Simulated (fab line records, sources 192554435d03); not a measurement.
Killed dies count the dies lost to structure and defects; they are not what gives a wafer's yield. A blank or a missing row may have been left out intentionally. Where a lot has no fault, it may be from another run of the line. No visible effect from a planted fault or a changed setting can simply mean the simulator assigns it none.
Problem report in the 8D (eight disciplines) form, filled by code	flow n5-finfet	the parts of the form that need people (team, actions taken, sign-off) are left out

== 1. PROBLEM STATEMENT ==
Mean MD_CAP_THK at N5_MOL_CONTACT_COAG_THK_MEAS_29: 16.29 nm over 3 wafers in 2 lots; fault-free wafers: 17.93 nm, standard deviation 0.077. Measured from the usual mean, that is -21 standard deviations.
Earliest sighting: wafer L291.1 on film-metro-02 at day 7 06:20. The record has a number at this step for 12 wafers belonging to 4 lots. The rule behind "out" and "out of limits": a value lying over 4 standard deviations away from the usual mean. Any other wafer with a number is counted as sound.

== 2. WHAT IT IS; WHAT IT IS NOT ==
question	is	is not
which readings at this step	MD_CAP_THK	-
which lots	L291, L295	L301, L307
which wafers of those lots	L291.1, L295.4, L295.5	L291.2, L291.3, L295.3
read on which gauges	film-metro-02	film-metro-01
when	from day 7 06:20	up to then (2 sound wafers); but 7 sound wafers of L295, L301, L307 came after

== 3. WHAT RULES OUT EACH SUSPECT ==
Counting: any tool at a process step up to the reading remains a suspect provided it ran every lot that is out. Sound lots after the first of them don't rule it out here, since some wafers of a struck lot are sound.
- the gauge at N5_MOL_CONTACT_COAG_THK_MEAS_29: kept. All the wafers that are out were read on film-metro-02, and no step on other tools shows them out.
- cmp-02 at N5_MOL_CONTACT_COAG_CMP_23 (polishes, stops on SiO2, t overpolish 1.5 s, target thk 0 nm): kept. It ran every lot that is out, first L291 (day 7 03:34).
- In cmp-02 at N5_MOL_CONTACT_COAG_CMP_23, the wafers that are out were processed in chamber 1 and their sound lot-mates in chambers 0, 3.
What counting leaves: cmp-02 at N5_MOL_CONTACT_COAG_CMP_23 and film-metro-02 at N5_MOL_CONTACT_COAG_THK_MEAS_29.

== 4. THE CAUSE (what the simulator had put in) ==
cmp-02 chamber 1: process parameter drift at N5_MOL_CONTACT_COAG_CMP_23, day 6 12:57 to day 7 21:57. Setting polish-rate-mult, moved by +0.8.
Of the 2 suspects that counting leaves, this tool is one.

== 5. THE EFFECT CHAIN, in route order ==
One row per reading whose mean, taken over the struck wafers that have a number, lies over 3 standard deviations from the usual. Only readings whose record carries a usual standard deviation are examined. hours: median over the lots of the time between each lot's start at the first step of this table that gives one and its start at this step. sigmas: the change, counted in usual standard deviations.
hours	step	reading	usual	on struck wafers	change	sigmas
0	N5_MOL_CONTACT_COAG_THK_MEAS_29	MD_CAP_THK	17.93 nm	16.29	-1.64	-21
2	N5_MOL_CONTACT_COAG_ETCH_47	etch-rf-on-time-s	31.3 s	28.7	-2.6	-4.0
Its process steps:
- N5_MOL_CONTACT_COAG_ETCH_47: etches SiNx in CH3F/O2, stops on W, target depth 27 nm.

== 6. HOW IT WOULD HAVE BEEN CAUGHT EARLIER ==
17 hours passed between the start of the fault at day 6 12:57 and the first reading out of limits at a measuring or inspecting step in this record, taken at day 7 06:20.
Of the tool readings at N5_MOL_CONTACT_COAG_CMP_23 for which the record gives a usual standard deviation, none was out on any struck wafer, so an alarm limit of 4 standard deviations on them would not have fired.
L295, from the lots that are out (2), started N5_MOL_CONTACT_COAG_CMP_23 on cmp-02 later than day 7 06:20. A hold on the tool at that time would have spared it.
